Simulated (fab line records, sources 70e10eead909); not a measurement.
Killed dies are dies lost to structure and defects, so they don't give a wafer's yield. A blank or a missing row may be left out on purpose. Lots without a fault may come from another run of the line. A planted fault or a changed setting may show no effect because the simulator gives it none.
Tool commonality check | flow nand_harc | 12 lots, 36 wafers sampled

WHY IT WAS OPENED
At NHARC_P_ZERO_WELL_CD_MEAS_37 the reading cd_nm is flagged on 1 of 12 lots. Wafers without a fault read 721.0 nm, standard deviation 2.1.
Rule: a lot is flagged when every wafer of it that has a number lies more than 4 standard deviations from that mean, or none has a number. The other lots count as sound.

lot  | measured     | on        | cd_nm (nm), wafer by wafer | flag
L939 | day 2 00:07  | cd_sem-02 | 723.5 722.4 720.3          |
L942 | day 3 06:17  | cd_sem-02 | 717.0 719.0 718.4          |
L943 | day 3 15:58  | cd_sem-03 | 718.9 722.9 717.6          |
L944 | day 4 02:05  | cd_sem-01 | 720.0 719.8 721.4          |
L949 | day 6 04:05  | cd_sem-02 | 767.1 766.2 769.1          | FLAGGED
L951 | day 7 03:57  | cd_sem-03 | 719.8 720.5 722.1          |
L955 | day 8 16:10  | cd_sem-03 | 724.1 719.9 719.4          |
L956 | day 9 02:07  | cd_sem-01 | 720.4 719.9 719.7          |
L959 | day 10 08:08 | cd_sem-03 | 719.4 719.3 718.8          |
L960 | day 10 18:01 | cd_sem-03 | 718.9 724.0 718.8          |
L961 | day 11 04:08 | cd_sem-02 | 723.3 720.9 723.8          |
L962 | day 11 14:22 | cd_sem-03 | 723.3 722.0 720.6          |
The numbers of the flagged lots are 767.5 nm on average: +46.5 nm against the usual, or +22 standard deviations.

WHICH TOOL RAN EACH LOT
The record holds 1 process step before the reading, out of a route of 1302 steps. In each cell: the tool, then ch and the chambers that the sampled wafers went through, then the start.
lot  | flag    | NHARC_P_ZERO_WELL_EXPOSE_34
L939 |         | krf_scanner-01 ch 0, day 1 23:58
L942 |         | krf_scanner-01 ch 0, day 3 06:08
L943 |         | krf_scanner-04 ch 0, day 3 15:49
L944 |         | krf_scanner-04 ch 0, day 4 01:56
L949 | FLAGGED | krf_scanner-01 ch 0, day 6 03:56
L951 |         | krf_scanner-01 ch 0, day 7 03:48
L955 |         | krf_scanner-02 ch 0, day 8 16:00
L956 |         | krf_scanner-02 ch 0, day 9 01:57
L959 |         | krf_scanner-04 ch 0, day 10 07:58
L960 |         | krf_scanner-04 ch 0, day 10 17:51
L961 |         | krf_scanner-04 ch 0, day 11 03:59
L962 |         | krf_scanner-01 ch 0, day 11 14:13
What these steps do:
- NHARC_P_ZERO_WELL_EXPOSE_34: exposes mask P PWELL, target cd 720 nm.
- NHARC_P_ZERO_WELL_CD_MEAS_37: target cd 720 nm.

FLAGGED OVER TOTAL, TOOL BY TOOL (the gauges that took the reading come last)
step                         | tool           | lots run | flagged | share of the flagged lots | sound lots run after its first flagged lot
NHARC_P_ZERO_WELL_EXPOSE_34  | krf_scanner-01 | 5        | 1       | all                       | 2 (L951,L962)
NHARC_P_ZERO_WELL_EXPOSE_34  | krf_scanner-02 | 2        | 0       | none                      | -
NHARC_P_ZERO_WELL_EXPOSE_34  | krf_scanner-04 | 5        | 0       | none                      | -
NHARC_P_ZERO_WELL_CD_MEAS_37 | cd_sem-01      | 2        | 0       | none                      | -
NHARC_P_ZERO_WELL_CD_MEAS_37 | cd_sem-02      | 4        | 1       | all                       | 1 (L961)
NHARC_P_ZERO_WELL_CD_MEAS_37 | cd_sem-03      | 6        | 0       | none                      | -

WHAT THE TABLE ALLOWS
2 rows of the table ran every flagged lot: krf_scanner-01 at NHARC_P_ZERO_WELL_EXPOSE_34, cd_sem-02 at NHARC_P_ZERO_WELL_CD_MEAS_37.
- krf_scanner-01 at NHARC_P_ZERO_WELL_EXPOSE_34: 1 of its 5 lots flagged. Sound lots ran on it after the first flagged one (L951, L962), which a lasting fault on the whole tool wouldn't allow.
- cd_sem-02 at NHARC_P_ZERO_WELL_CD_MEAS_37: 1 of its 4 lots flagged. Sound lots ran on it after the first flagged one (L961), which a lasting fault on the whole tool wouldn't allow.
No row of the table ran every flagged lot and no sound lot after the first.

WHAT THE SIMULATOR HAD PUT IN
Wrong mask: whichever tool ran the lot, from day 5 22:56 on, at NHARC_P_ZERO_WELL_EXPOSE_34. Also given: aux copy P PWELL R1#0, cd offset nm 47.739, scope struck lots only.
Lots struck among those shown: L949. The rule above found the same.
